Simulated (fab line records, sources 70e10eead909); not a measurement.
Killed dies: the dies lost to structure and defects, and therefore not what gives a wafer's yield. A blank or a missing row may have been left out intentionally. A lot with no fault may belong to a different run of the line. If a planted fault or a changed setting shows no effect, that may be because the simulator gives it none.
Chamber matching ; flow nandHarc ; 4 sister chambers for NHARC_A_CHANNEL_FILL_D1_ALD_16 on aldHk-01
The step deposits SiO2, target thk 1.5 nm, pulse time 10 s, ald cycles 15. 8 wafers are shown with their chamber, then 10 later ones without.

## WAFERS, EACH WITH ITS CHAMBER
wafer;chamber;heaterPowerW (W);precursorPulseHeightRel
L080.5;0;508;1.001
L080.6;3;486;0.991
L085.3;2;496;0.990
L085.4;0;525;0.999
L090.2;3;461;1.011
L090.6;1;490;1.061
L088.2;1;482;0.993
L088.3;2;489;1.021

## WAFERS WITHOUT THEIR CHAMBER
wafer;heaterPowerW (W);precursorPulseHeightRel
L088.6;484;0.974
L089.2;486;1.011
L089.4;456;0.990
L089.5;497;1.012
L095.1;461;0.997
L095.4;507;0.972
L095.6;486;0.994
L097.1;523;0.998
L097.4;504;0.990
L097.6;524;0.990

## THE CHAMBER EACH PASSED THROUGH
wafer;from the rows above;in truth
L088.6;can't be placed: 3 or 2 or 1 or 0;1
L089.2;can't be placed: 1 or 2 or 3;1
L089.4;can't be placed: 3 or 1 or 2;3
L089.5;can't be placed: 2 or 1 or 0 or 3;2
L095.1;can't be placed: 3 or 1 or 2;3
L095.4;can't be placed: 0 or 2 or 1 or 3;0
L095.6;can't be placed: 2 or 3 or 1 or 0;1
L097.1;0;0
L097.4;can't be placed: 0 or 2 or 1 or 3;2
L097.6;0;0
2 of 10 placed correctly. These rows do not allow placing 8 (true chamber among the candidates in 8). Number placed wrongly: 0.
How it was worked out, from the rows above alone: a wafer's distance from a chamber is the root of the sum, over the readings, of the square of ((its reading less the chamber's mean) divided by the reading's scatter). The wafer belongs to the nearest chamber; if the next one is less than 2 further off, it can't be placed. For every chamber, the mean is computed from those of its wafers that are shown. The scatter: take each reading less its chamber's mean, square it, sum over the shown wafers, divide by the number of wafers less the number of chambers, and take the root.
